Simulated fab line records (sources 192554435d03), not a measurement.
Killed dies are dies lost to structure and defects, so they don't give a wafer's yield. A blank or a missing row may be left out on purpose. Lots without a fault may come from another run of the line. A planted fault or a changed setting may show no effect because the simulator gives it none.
8D (eight disciplines) problem report, filled in by code ; flow n5_finfet ; the parts of the form that need people (team, actions taken, sign-off) are left out

1. PROBLEM STATEMENT
Mean of raw_defect_count at N5_BEOL_M13_INSPECT_55: 314 across 3 wafers in 2 lots; on wafers with no fault it is 78 (standard deviation 27). Measured from the usual mean, that is +8.8 standard deviations.
The step: inspects for defects (darkfield).
First seen on wafer L385.2, day 15 02:54, on defect_inspect-02. At this step, 30 wafers from 10 lots have a number in the record. Rule for "out" (also "out of limits"): further than 4 standard deviations from the usual mean. All remaining wafers that have a number are taken as sound.

2. WHAT IT IS AND WHAT IT IS NOT
question;is;is not
which readings at this step;raw_defect_count;-
which lots;L385, L389;L373, L374, L376, L378, L383, L388, L394, L396
which wafers of those lots;L385.2, L389.1, L389.6;L385.1, L385.5, L389.5
read on which gauges;defect_inspect-01, defect_inspect-02;-
when;from day 15 02:54;"up to then (17 sound wafers); but 10 sound wafers of L388, L389, L394, L396 came after"

3. THE SUSPECTS, EACH WITH WHAT RULES IT OUT
Counting: any tool at a process step up to the reading remains a suspect provided it ran every lot that is out. Sound lots after the first of them don't rule it out here, since some wafers of a struck lot are sound.
- the gauge at N5_BEOL_M13_INSPECT_55: ruled out. The wafers that are out were read on 2 gauges (defect_inspect-01, defect_inspect-02).
- pvd_sputter-02 at N5_BEOL_M13_PRE_CLEAN_42 (time 30 s): kept. It processed each lot that is out (first: L385, day 15 01:11); up to then, its last sound lot is L383 (day 14 04:35).
- pecvd-01 at N5_BEOL_M13_DEP_53 (deposits SiCN from 3MS/NH3, target thk 50 nm, time 17.8 s): kept. It processed each lot that is out (first: L385, day 15 02:48); up to then, its last sound lot is L383 (day 14 05:52).
- At N5_BEOL_M13_DEP_53 on pecvd-01, chamber 1 took the sound wafers of the same lots and chamber 0 took the wafers that are out.
What counting leaves: pvd_sputter-02 at N5_BEOL_M13_PRE_CLEAN_42 and pecvd-01 at N5_BEOL_M13_DEP_53.

4. THE CAUSE (what the simulator had put in)
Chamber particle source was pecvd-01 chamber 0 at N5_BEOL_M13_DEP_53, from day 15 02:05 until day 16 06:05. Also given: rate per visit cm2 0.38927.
2 suspects survive the count, and this tool is in that group.

5. THE CHAIN OF EFFECTS, in route order
Each row: a reading where the mean over the struck wafers with a number is more than 3 standard deviations away from the usual. Scope: only readings with a usual standard deviation given in the record; hours: median across lots of the time from each lot's start at the first step in this table that gives one to its start at this step; sigmas: change in usual standard deviations.
hours;step;reading;usual;on struck wafers;change;sigmas
0;N5_BEOL_M13_INSPECT_55;raw_defect_count;78;314;+236;+8.8
29;N5_PASSIVATION_PROBE_49;defect_limited_yield;90.5 %;83.9;-6.6;-3.9
29;N5_PASSIVATION_PROBE_49;killed_at_M4_up;14;105;+91;+17
29;N5_PASSIVATION_PROBE_49;killed_dies;112;191;+79;+3.7
29;N5_PASSIVATION_PROBE_49;sort_bin_5_function;5.6 %;10.3;+4.7;+3.9
29;N5_PASSIVATION_PROBE_49;sort_n_pass;1068;989;-79;-3.7
29;N5_PASSIVATION_PROBE_49;sort_yield_pct;90.5 %;83.9;-6.6;-3.7
It contains these process steps:
- N5_PASSIVATION_PROBE_49

6. WHAT WOULD HAVE CAUGHT IT SOONER
In this record the first reading out of limits at a measuring or inspecting step was taken at day 15 02:54, 1 hour after the fault began at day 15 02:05.
Of the tool readings at N5_BEOL_M13_DEP_53 for which the record gives a usual standard deviation, none was out on any struck wafer, so an alarm limit of 4 standard deviations on them would not have fired.
Lots out: 2; of these, L389 started N5_BEOL_M13_DEP_53 on pecvd-01 after day 15 02:54. It would have been spared by a hold on the tool at that moment.
